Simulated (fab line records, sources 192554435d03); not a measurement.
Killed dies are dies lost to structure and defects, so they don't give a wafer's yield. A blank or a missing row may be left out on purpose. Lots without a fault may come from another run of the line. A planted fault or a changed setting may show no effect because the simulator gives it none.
Chamber matching | flow n5_finfet | N5_BEOL_M0_SAQP_STRIP_86 on rie_diel-05: 4 sister chambers
The step strips in N2/H2. 8 wafers are shown with their chamber, then 8 later ones without.

WAFERS WITH THEIR CHAMBER
wafer  | chamber | showerhead_plenum_p_Torr (Torr) | oes_product_au (a.u.)
L075.4 | 3       | 3.23                            | 0.75
L079.4 | 1       | 3.11                            | 0.81
L079.6 | 2       | 3.45                            | 0.90
L080.1 | 2       | 3.45                            | 0.90
L080.6 | 3       | 3.23                            | 0.74
L083.5 | 1       | 3.11                            | 0.79
L083.6 | 0       | 3.19                            | 0.70
L089.1 | 0       | 3.18                            | 0.68

WAFERS WITHOUT THEIR CHAMBER
wafer  | showerhead_plenum_p_Torr (Torr) | oes_product_au (a.u.)
L089.2 | 3.22                            | 0.73
L089.6 | 3.18                            | 0.69
L091.2 | 3.44                            | 0.86
L091.4 | 3.22                            | 0.73
L091.5 | 3.18                            | 0.69
L092.2 | 3.18                            | 0.70
L092.4 | 3.18                            | 0.69
L092.5 | 3.44                            | 0.85

WHICH CHAMBER EACH WENT THROUGH
wafer  | from the rows above | in truth
L089.2 | 3                   | 3
L089.6 | 0                   | 0
L091.2 | 2                   | 2
L091.4 | 3                   | 3
L091.5 | 0                   | 0
L092.2 | 0                   | 0
L092.4 | 0                   | 0
L092.5 | 2                   | 2
Placed correctly: 8 of 8. Can't be placed from these rows: 0. Placed wrongly: 0.
How it was worked out, from the rows above alone: a wafer's distance from a chamber is the root of the sum, over the readings, of the square of ((its reading less the chamber's mean) divided by the reading's scatter). The wafer belongs to the nearest chamber; if the next one is less than 2 further off, it can't be placed. A chamber's mean is the mean of its shown wafers. The scatter: the root of (the sum of the squares of (reading less its chamber's mean) over the shown wafers, divided by (wafers less chambers)).
